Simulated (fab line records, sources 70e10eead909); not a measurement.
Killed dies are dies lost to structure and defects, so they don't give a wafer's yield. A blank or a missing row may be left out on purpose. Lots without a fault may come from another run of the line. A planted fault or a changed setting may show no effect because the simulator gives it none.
Chamber matching | flow nand_harc | NHARC_P_CONTACT_ALD_22 on ald_metal-01: 4 sister chambers
The step deposits TiN, target thk 3 nm, pulse time 1 s, ald cycles 150. 4 wafers are shown with their chamber, then 8 later ones without.

WAFERS WITH THEIR CHAMBER
wafer  | chamber | heater_power_w (W)
L084.6 | 3       | 1314
L093.2 | 1       | 1134
L093.5 | 2       | 953
L093.1 | 0       | 1116

WAFERS WITHOUT THEIR CHAMBER
wafer  | heater_power_w (W)
L093.3 | 1309
L093.6 | 1128
L095.1 | 1311
L095.2 | 1144
L095.3 | 1102
L095.4 | 969
L095.5 | 1298
L095.6 | 1072

WHICH CHAMBER EACH WENT THROUGH
wafer  | from the rows above     | in truth
L093.3 | 3                       | 3
L093.6 | can't be placed: 1 or 0 | 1
L095.1 | 3                       | 3
L095.2 | can't be placed: 1 or 0 | 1
L095.3 | can't be placed: 0 or 1 | 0
L095.4 | 2                       | 2
L095.5 | 3                       | 3
L095.6 | can't be placed: 0 or 1 | 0
Placed correctly: 4 of 8. Can't be placed from these rows: 4 (the true chamber is among the candidates in 4). Placed wrongly: 0.
How it was worked out, from the rows above alone: a wafer's distance from a chamber is the root of the sum, over the readings, of the square of ((its reading less the chamber's mean) divided by the reading's scatter). The wafer belongs to the nearest chamber; if the next one is less than 2 further off, it can't be placed. A chamber's mean is the mean of its shown wafers. The scatter: with one shown wafer a chamber, the root of the mean of the squares of how far each hidden wafer lies from its nearest shown one.
